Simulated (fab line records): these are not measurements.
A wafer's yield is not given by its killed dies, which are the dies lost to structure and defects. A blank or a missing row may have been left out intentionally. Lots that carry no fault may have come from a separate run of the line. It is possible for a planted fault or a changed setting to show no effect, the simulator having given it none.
Comparing a struck lot with a sound one / flow n5 finfet / 28 out of 1938 route steps
Sound: wafers L467.2, L467.4, L467.5. The struck wafers were L481.2, L481.4, L481.5. The cause comes at the end.
Per side, at each step with rows, come the tool, then ch with its chambers, and then its first start. Under that, the readings that differ: sound wafers / struck wafers / difference of the means / sigmas: that difference in standard deviations of wafers without a fault.
alike: a reading whose means differ by less than 2 such deviations, as well as words and numbers matching on both sides. not compared: withheld readings; readings where some wafer has no value; bounds like >300 that might hide an equal value; numbers whose values overlap and for which the record gives no deviation.
Wherever a step has rows on one side only, a row that says differs or no value, or a row with sigmas, the two part there. Numbers that have no deviation but don't overlap get no sigmas and don't part them. Lack of a reading on every wafer of one side parts them only where that side has two or more wafers.

first, 1 step without rows for these wafers: N5_BEOL_M2_ANNEAL_51 (time 90 s).
N5_BEOL_M2_CMP_52: polishes, stops on SiOC, t overpolish 6.8 s, target thk 40 nm.
  sound on cmp-04 ch 0,1, day 7 17:28; struck on cmp-01 ch 0,1, day 12 04:40
  alike: barrier field endpoint s, edge zone pressure frac, motor current A, overpolish run s, time to endpoint s
N5_BEOL_M2_THK_MEAS_53: measures by xrf.
  sound on film metro-01, day 7 17:46; struck on film metro-01, day 12 04:56
  alike: M2_THK
then, 3 steps without rows for these wafers: N5_BEOL_M2_PRE_CLEAN_60 (time 15 s); N5_BEOL_M2_CO_CAP_55 (material Co, precursor CCTBA/H2, target thk 2 nm, time 102.1 s); N5_BEOL_M2_PRE_CLEAN_56 (time 15 s).
N5_BEOL_M2_DEP_57: deposits SiCN from 3MS/NH3, target thk 8 nm, time 14 s.
  sound on pecvd-01 ch 0,2, day 7 17:58; struck on pecvd-01 ch 0,1,2, day 12 05:07
  alike: showerhead plenum p Torr, showerhead vpp V, throttle valve pct
N5_BEOL_M2_RS_MEAS_58: measures by four-point-probe.
  sound on film metro-01, day 7 18:02; struck on film metro-01, day 12 05:11
  alike: M2_RS
N5_BEOL_M2_INSPECT_59: inspects for defects (darkfield).
  sound on defect inspect-02, day 7 18:04; struck on defect inspect-02, day 12 05:13
  alike: raw defect count
N5_BEOL_M3_ILD_DEP_00: deposits SiOC from DEMS/O2, target thk 79 nm, time 15.3 s.
  sound on pecvd-01 ch 0,2, day 7 18:05; struck on pecvd-02 ch 0,2, day 12 05:15
  alike: heater power w, showerhead plenum p Torr, showerhead vpp V, throttle valve pct
N5_BEOL_M3_THK_MEAS_01:
  sound on film metro-01, day 7 18:10; struck on film metro-01, day 12 05:19
  alike: M3_ILD_THK
N5_BEOL_M3_PECVD_72: deposits SiO2 from TEOS/O2, target thk 16 nm, time 18 s.
  sound on pecvd-04 ch 0,1, day 7 18:12; struck on pecvd-04 ch 0,2, day 12 05:21
  alike: heater power w, showerhead plenum p Torr, showerhead vpp V, throttle valve pct
N5_BEOL_M3_HM_DEP_02: deposits TiN, target thk 20 nm.
  sound on pvd sputter-01, day 7 21:44; struck on pvd sputter-03, day 12 05:35
  alike: throttle valve pct
then, 9 steps without rows for these wafers: N5_BEOL_M3_COAT_61 (time 60 s, resist thk 60 nm); N5_BEOL_M3_COAT_62 (time 60 s, resist thk 12 nm); N5_BEOL_M3_COAT_73 (time 60 s, resist thk 5 nm); N5_BEOL_M3_COAT_05 (resist thk 30 nm); N5_BEOL_M3_EBR_07; N5_BEOL_M3_SOFTBAKE_06 (time 60 s); N5_BEOL_M3_EXPOSE_08 (exposes mask M3); N5_BEOL_M3_PEB_09 (peb time 60 s); N5_BEOL_M3_DEVELOP_10 (develop time 30 s).
N5_BEOL_M3_CD_MEAS_11: target cd 17.05 nm.
  sound on cd sem-01 ch 0, day 7 22:16; struck on cd sem-02 ch 0, day 12 06:09
  alike: cd nm
N5_BEOL_M3_OVL_MEAS_12:
  sound on overlay-02 ch 0, day 7 22:17; struck on overlay-02 ch 0, day 12 06:11
  alike: M3_OVL
N5_BEOL_M3_INSPECT_13: inspects for defects (brightfield).
  sound on defect inspect-02, day 7 22:21; struck on defect inspect-02, day 12 06:14
  alike: raw defect count
N5_BEOL_M3_DESCUM_16: chemistry O2, time 7 s.
  sound on rie diel-06 ch 0,2,3, day 7 22:37; struck on rie diel-05 ch 0,2,3, day 12 06:16
  alike: drypump motor current A, oes product au, rf vpp V, showerhead plenum p Torr, throttle valve pct
  not compared: rf hours counter h
N5_BEOL_M4_RC_MEAS_101:
  sound on prober-01 ch 0, day 9 18:02; struck on prober-01 ch 0, day 14 05:50
  alike: DIBL_N, DIBL_P, IOFF_N, IOFF_P, ION_N, ION_P, SS_N, SS_P, VT_N, VT_P
-- the record jumps here: 5 days lie between the struck wafers' starts before and after (it left off in module BEOL_M4 and takes up again in module PASSIVATION, whose first step shown is number 1936 of the route) --
N5_PASSIVATION_PROBE_49:
  only the struck wafers here have rows in the record (prober-02, day 18 19:35); the sound ones have none

WHERE THEY PART
Only at N5_PASSIVATION_PROBE_49, within this record.

WHY: what had been put in by the simulator
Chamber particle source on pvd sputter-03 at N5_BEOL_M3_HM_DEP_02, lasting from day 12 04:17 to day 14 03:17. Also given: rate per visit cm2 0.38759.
